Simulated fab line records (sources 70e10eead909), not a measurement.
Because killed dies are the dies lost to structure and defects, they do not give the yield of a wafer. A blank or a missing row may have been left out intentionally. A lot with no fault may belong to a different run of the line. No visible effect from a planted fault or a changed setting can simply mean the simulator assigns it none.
fab line records	flow nand_harc
[record] lots = 12	wafers = 36	last_day = 33
route steps=1302 shown A_BLC@1116
lots with no fault: from the same line, run without faults
start_h: the number of hours between the record's first day and the start of the first shown wafer of the lot	wait_h: time in hours since the lot's previous step	" identical to the entry in the row above	L1.1+2: a row that stands for several wafers	- value missing, or start not given	* or withheld: withheld	< > ~ a bound
route shown NAME@n: names a module that has steps shown in the file, with the first one's number in the route	usual: average and standard deviation across the fault-free wafers	same: alike in all rows	chamber/n: place in a boat	sites: each site's reading	_std_site: the values' standard deviation	_edge_site: inner sites' mean taken away from outer sites' mean	radius_mm: for every site, how far away it sits from the centre of the wafer	mask NAME#n: copy n	behind: tool/chamber where the wafer was last shaped	hold: cause of the lot's hold/its duration in hours/its outcome	device: transistor that didn't switch, given as n, p or np	end of line: the tests these same wafers got at the end of their route	a step without rows: its recipe alone	killed: dies that structure and defects cost at the first sort, which is not the same as the wafer's yield	map: a wafer's dies, x killed, . not, _ none there
set.NAME: the run value of the setting; set.NAME@STEP: its run value at that earlier step	model.NAME: the simulator's own value behind a step, which no gauge read
a sample of lots followed through the steps of the route, with each step as a table and each wafer as a row
services: the hour from which a tool's chamber was out of use, counted from the record's first day as start_h (under 0 if before that day), plus the number of hours and why
[[steps]]
[step NHARC_A_BLC_DEVELOP_09]
[recipe] develop_time_s = 35	dev_temp_c = 23
lot.wafer	tool	chamber	start_h	wait_h
L161.1+2+6	litho_track-04	0	522	-
L162.1+3+6	litho_track-06	0	523	-
L165.4+5+6	litho_track-04	0	548	-
L171.2+3+5	litho_track-01	0	628	-
L172.2+4+5	litho_track-01	0	629	-
L175.1+3+4	litho_track-06	0	669	-
L178.1+2+5	litho_track-06	0	676	-
L177.1+3+5	litho_track-04	0	695	-
L179.1+2+4	litho_track-04	0	704	-
L182.1+2+5	litho_track-04	0	713	-
L180.1+5+6	litho_track-01	0	718	-
L183.1+3+6	litho_track-06	0	726	-
[step NHARC_A_BLC_CD_MEAS_10]
[recipe] target_cd_nm = 100	landing_energy_ev = 500
[usual] cd_nm = 100.0/0.41
lot.wafer	tool	chamber	start_h	wait_h	cd_nm
L161.1	cd_sem-03	0	522.32	-	100.3
L161.2	"	0	"	"	100.4
L161.6	"	0	"	"	99.5
L162.1	cd_sem-02	0	523.43	-	100.3
L162.3	"	0	"	"	99.7
L162.6	"	0	"	"	99.5
L165.4	cd_sem-02	0	548.77	-	99.8
L165.5	"	0	"	"	99.9
L165.6	"	0	"	"	99.9
L171.2	cd_sem-02	0	628.37	-	95.6
L171.3	"	0	"	"	96.3
L171.5	"	0	"	"	99.9
L172.2	cd_sem-02	0	630.00	-	95.5
L172.4	"	0	"	"	99.7
L172.5	"	0	"	"	100.3
L175.1	cd_sem-01	0	670.02	-	99.4
L175.3	"	0	"	"	99.9
L175.4	"	0	"	"	100.6
L178.1	cd_sem-01	0	676.44	-	100.0
L178.2	"	0	"	"	100.4
L178.5	"	0	"	"	99.3
L177.1	cd_sem-01	0	695.15	-	99.9
L177.3	"	0	"	"	100.1
L177.5	"	0	"	"	99.8
L179.1	cd_sem-01	0	704.78	-	100.3
L179.2	"	0	"	"	100.9
L179.4	"	0	"	"	100.7
L182.1	cd_sem-01	0	713.76	-	100.2
L182.2	"	0	"	"	100.0
L182.5	"	0	"	"	100.2
L180.1	cd_sem-01	0	718.57	-	100.0
L180.5	"	0	"	"	100.2
L180.6	"	0	"	"	99.6
L183.1	cd_sem-03	0	726.96	-	98.6
L183.3	"	0	"	"	99.0
L183.6	"	0	"	"	99.6
[step NHARC_A_BLC_OVL_MEAS_11]
[usual] overlay_x_nm = -0.3/0.63	overlay_y_nm = -0.2/0.73
lot.wafer	tool	chamber	start_h	wait_h	overlay_x_nm	overlay_y_nm
L161.1	overlay-01	-	522.41	-	-0.2	-0.7
L161.2	"	-	"	"	-0.1	0.0
L161.6	"	-	"	"	-0.6	-0.2
L162.1	overlay-01	-	523.52	-	-0.3	-0.4
L162.3	"	-	"	"	-1.0	-0.8
L162.6	"	-	"	"	-0.2	-0.6
L165.4	overlay-01	-	548.85	-	0.5	-0.2
L165.5	"	-	"	"	0.2	-0.8
L165.6	"	-	"	"	0.2	0.1
L171.2	overlay-01	-	628.46	-	0.1	-0.3
L171.3	"	-	"	"	0.1	-0.5
L171.5	"	-	"	"	0.0	-0.6
L172.2	overlay-02	-	630.08	-	0.3	0.3
L172.4	"	-	"	"	0.3	1.2
L172.5	"	-	"	"	-0.1	0.7
L175.1	overlay-02	-	670.11	-	0.4	0.1
L175.3	"	-	"	"	0.5	0.4
L175.4	"	-	"	"	0.4	0.2
L178.1	overlay-02	-	676.52	-	-0.7	-0.3
L178.2	"	-	"	"	-0.3	-0.5
L178.5	"	-	"	"	0.0	-0.3
L177.1	overlay-01	-	695.24	-	-0.8	0.1
L177.3	"	-	"	"	-1.2	0.7
L177.5	"	-	"	"	-1.1	0.7
L179.1	overlay-02	-	704.87	-	-0.5	0.0
L179.2	"	-	"	"	-0.5	0.4
L179.4	"	-	"	"	-0.3	0.7
L182.1	overlay-02	-	713.84	-	-0.3	-0.2
L182.2	"	-	"	"	-0.4	0.0
L182.5	"	-	"	"	-0.8	0.2
L180.1	overlay-02	-	718.66	-	-0.9	-0.7
L180.5	"	-	"	"	-1.0	-0.3
L180.6	"	-	"	"	-0.2	-0.6
L183.1	overlay-01	-	727.05	-	-0.3	-0.2
L183.3	"	-	"	"	-0.6	-0.7
L183.6	"	-	"	"	-0.4	-0.6
[step NHARC_A_BLC_ETCH_16]
[recipe] target_depth_a = 390	over_etch_frac = 0.3	time_s = 65	ion_energy_ev = 80	cf4_flow_sccm = 150	ar_flow_sccm = 0	rf_w = 300	bias_w = 100	chemistry = CF4
[usual] drypump_motor_current_A = 5.7/0.54	mfc_ar_sccm = 0.003/0.0081	oes_product_au = 0.999/0.008	rf_vpp_V = 150.7/1	showerhead_plenum_p_Torr = 1.73/0.047	throttle_valve_pct = 13.283/0.0087
lot.wafer	tool	chamber	start_h	wait_h	drypump_motor_current_A	mfc_ar_sccm	oes_product_au	rf_hours_counter_h	rf_vpp_V	showerhead_plenum_p_Torr	throttle_valve_pct
L161.2	rie_diel-12	0	522.59	0.1	6.5	0	0.990	5	151.5	1.83	13.281
L161.1	"	1	"	"	5.1	0	1.006	5	151.7	1.75	13.300
L161.6	"	1	"	"	5.1	0	1.002	-	151.1	1.75	13.268
L162.3	rie_diel-12	1	523.73	0.1	5.2	0	0.990	5	150.4	1.75	13.288
L162.1	"	2	"	"	5.7	0	1.005	6	149.7	1.72	13.263
L162.6	"	2	"	"	5.7	0	1.002	-	151.6	1.72	13.283
L165.4	rie_diel-12	3	549.05	0.1	6.0	0	0.992	8	150.3	1.71	13.284
L165.6	"	1	"	"	5.1	0	1.022	-	151.7	1.74	13.294
L165.5	"	2	"	"	5.7	0	1.005	-	150.6	1.72	13.276
L171.2	rie_diel-13	2	628.64	0.1	5.7	0.025	1.014	5	151.5	1.72	13.293
L171.3	"	3	"	"	4.9	0	1.006	5	149.4	1.67	13.282
L171.5	"	2	"	"	5.7	0.025	1.005	-	150.7	1.72	13.297
L172.2	rie_diel-13	3	630.28	0.1	4.9	0	1.008	5	149.5	1.67	13.282
L172.4	"	1	"	"	5.2	0	1.010	7	151.5	1.77	13.272
L172.5	"	3	"	"	4.9	0	1.018	-	149.6	1.67	13.283
L175.3	rie_diel-12	3	670.30	0.1	6.0	0	1.002	3	148.7	1.71	13.283
L175.4	"	0	"	"	6.5	0	1.000	3	151.5	1.82	13.276
L175.1	"	1	"	"	5.1	0	1.002	3	150.7	1.74	13.277
L178.2	rie_diel-12	2	676.71	0.1	5.7	0	1.001	4	150.7	1.72	13.286
L178.1	"	0	"	"	6.5	0	0.995	4	149.5	1.82	13.277
L178.5	"	3	"	"	6.0	0	1.006	-	149.4	1.71	13.279
L177.3	rie_diel-12	1	695.43	0.1	5.2	0	1.014	4	151.9	1.74	13.297
L177.1	"	2	"	"	5.7	0	0.989	4	151.1	1.72	13.264
L177.5	"	0	"	"	6.5	0	0.999	-	152.1	1.82	13.293
L179.4	rie_diel-12	0	705.05	0.1	6.5	0	0.993	5	151.5	1.82	13.298
L179.1	"	1	"	"	5.1	0	1.000	5	151.3	1.74	13.288
L179.2	"	2	"	"	5.7	0	1.002	5	149.9	1.72	13.280
L182.1	rie_diel-12	1	714.03	0.1	5.2	0	1.004	5	150.6	1.74	13.285
L182.2	"	0	"	"	6.5	0	0.996	6	153.1	1.82	13.271
L182.5	"	1	"	"	5.1	0	0.989	-	151.2	1.74	13.275
L180.1	rie_diel-12	0	718.86	0.1	6.5	0	0.991	6	151.0	1.82	13.286
L180.5	"	2	"	"	5.7	0	0.994	-	150.4	1.72	13.272
L180.6	"	3	"	"	6.1	0	1.007	-	151.4	1.71	13.280
L183.3	rie_diel-13	2	727.23	0.1	5.7	0.025	1.007	2	150.1	1.72	13.283
L183.1	"	0	"	"	6.5	0	1.000	0	150.0	1.69	13.266
L183.6	"	2	"	"	5.7	0.025	0.997	-	150.9	1.72	13.301
[step NHARC_A_BLC_STRIP_29]
[recipe] cf4_flow_sccm = 150	ar_flow_sccm = 0	bias_w = 0	chemistry = CF4
[usual] drypump_motor_current_A = 5.7/0.55	mfc_ar_sccm = 0.004/0.0092	oes_product_au = 1.000/0.0085	rf_vpp_V = 59.2/0.84	showerhead_plenum_p_Torr = 1.74/0.05	throttle_valve_pct = 13.284/0.0086
lot.wafer	tool	chamber	start_h	wait_h	drypump_motor_current_A	mfc_ar_sccm	oes_product_au	rf_hours_counter_h	rf_vpp_V	showerhead_plenum_p_Torr	throttle_valve_pct
L161.1	rie_diel-12	2	523.55	0.1	5.7	0	1.003	6	58.5	1.72	13.278
L161.2	"	3	"	"	6.1	0	1.009	6	60.6	1.71	13.283
L161.6	"	3	"	"	6.1	0	1.000	-	59.5	1.71	13.282
L162.1	rie_diel-12	1	524.70	0.1	5.2	0	1.003	6	60.9	1.75	13.280
L162.3	"	3	"	"	6.1	0	1.007	7	59.9	1.71	13.296
L162.6	"	0	"	"	6.5	0	1.002	-	59.1	1.82	13.298
L165.4	rie_diel-13	2	550.00	0.1	5.7	0.025	1.009	1	60.5	1.72	13.279
L165.6	"	1	"	"	5.2	0	1.010	-	59.3	1.77	13.283
L165.5	"	2	"	"	5.7	0.025	1.013	-	59.4	1.72	13.275
L171.3	rie_diel-13	2	629.60	0.1	5.7	0.025	1.014	6	58.6	1.72	13.286
L171.2	"	1	"	"	5.2	0	0.998	7	58.9	1.77	13.283
L171.5	"	3	"	"	5.0	0	1.004	-	58.2	1.67	13.292
L172.4	rie_diel-13	0	631.25	0.1	6.5	0	0.994	7	59.0	1.69	13.282
L172.2	"	1	"	"	5.2	0	1.002	7	60.0	1.77	13.285
L172.5	"	0	"	"	6.5	0	0.998	-	58.9	1.69	13.272
L175.1	rie_diel-12	3	671.25	0.1	6.1	0	0.999	3	58.7	1.71	13.300
L175.4	"	0	"	"	6.5	0	0.986	3	59.9	1.82	13.266
L175.3	"	2	"	"	5.7	0	0.987	3	59.8	1.72	13.275
L178.2	rie_diel-12	0	677.67	0.1	6.5	0	0.994	4	58.9	1.82	13.258
L178.1	"	1	"	"	5.1	0	0.983	4	59.0	1.74	13.296
L178.5	"	0	"	"	6.5	0	0.988	-	59.5	1.82	13.288
L177.3	rie_diel-12	3	696.37	0.1	6.1	0	1.000	5	61.0	1.71	13.282
L177.1	"	0	"	"	6.4	0	0.998	4	61.1	1.82	13.291
L177.5	"	3	"	"	6.1	0	1.003	-	59.5	1.71	13.282
L179.1	rie_diel-12	1	706.02	0.1	5.1	0	1.005	5	59.4	1.74	13.289
L179.4	"	2	"	"	5.7	0	0.989	5	57.8	1.72	13.271
L179.2	"	3	"	"	6.1	0	1.005	6	57.7	1.71	13.294
L182.1	rie_diel-13	3	714.98	0.1	4.9	0	1.010	0	58.3	1.67	13.296
L182.2	"	1	"	"	5.2	0	0.999	0	59.5	1.77	13.296
L182.5	"	1	"	"	5.2	0	1.000	-	58.9	1.77	13.276
L180.1	rie_diel-12	2	719.83	0.1	5.7	0	1.004	7	58.4	1.72	13.286
L180.5	"	3	"	"	6.1	0	0.996	-	58.9	1.71	13.286
L180.6	"	0	"	"	6.5	0	0.992	-	59.3	1.82	13.301
L183.1	rie_diel-12	3	728.19	0.1	6.1	0	0.994	8	57.7	1.71	13.290
L183.3	"	2	"	"	5.7	0	1.002	8	59.4	1.72	13.278
L183.6	"	0	"	"	6.5	0	0.990	-	60.6	1.82	13.293
[[services]]
tool	chamber	start_h	hours	kind
rie_diel-12	0	503.40	-	clean
rie_diel-12	1	503.40	-	clean
rie_diel-12	2	503.40	-	clean
rie_diel-12	3	503.40	-	clean
litho_track-01	-	505.00	7.0	pm
rie_diel-13	1	517.50	1.8	repair
rie_diel-13	-	519.00	9.0	pm
rie_diel-12	0	527.90	-	clean
rie_diel-12	1	527.90	-	clean
rie_diel-12	2	527.90	-	clean
litho_track-06	-	529.00	7.0	pm
litho_track-04	-	553.00	7.0	pm
rie_diel-12	1	554.42	7.1	repair
rie_diel-12	2	554.98	1.9	repair
rie_diel-12	-	561.29	0.2	repair
rie_diel-13	-	595.37	2.4	repair
rie_diel-12	-	622.40	9.0	pm
rie_diel-13	-	645.25	1.0	repair
rie_diel-13	2	646.59	5.3	repair
litho_track-01	-	680.00	7.0	pm
rie_diel-13	-	696.00	9.0	pm
litho_track-06	-	704.00	7.0	pm
rie_diel-13	0	711.56	8.8	repair
litho_track-04	-	728.00	7.0	pm
[[key]]
[first_sign] step = NHARC_A_BLC_CD_MEAS_10	reading = cd_nm	direction = down	sigmas = 10	usual = 100.0	struck = 95.8
effect none on later readings
met_at NHARC_A_BLC_DEVELOP_09
struck_lots L171,L172
struck_wafers L171.2,L171.3,L172.2
tester_left_out L171,L172
not_acting_at NHARC_A_BLC_OVL_MEAS_11,NHARC_A_BLC_ETCH_16,NHARC_A_BLC_STRIP_29
[fault] kind = process_parameter_drift	tool = litho_track-01	chamber = -	onset_h = 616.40	steps = NHARC_A_BLC_DEVELOP_09	channel = develop_time_s	offset = *	shape = step	end_h = 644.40	scope = struck_wafers_only	acts_in = *	stated = *
// tester_left_out: of these lots the tester's yield and bins aren't shown, on N5 and GAA mostly nor the transistor test; their killed dies are dies lost to structure and defects alone, not to doping, threshold or leakage, so they don't give the yield
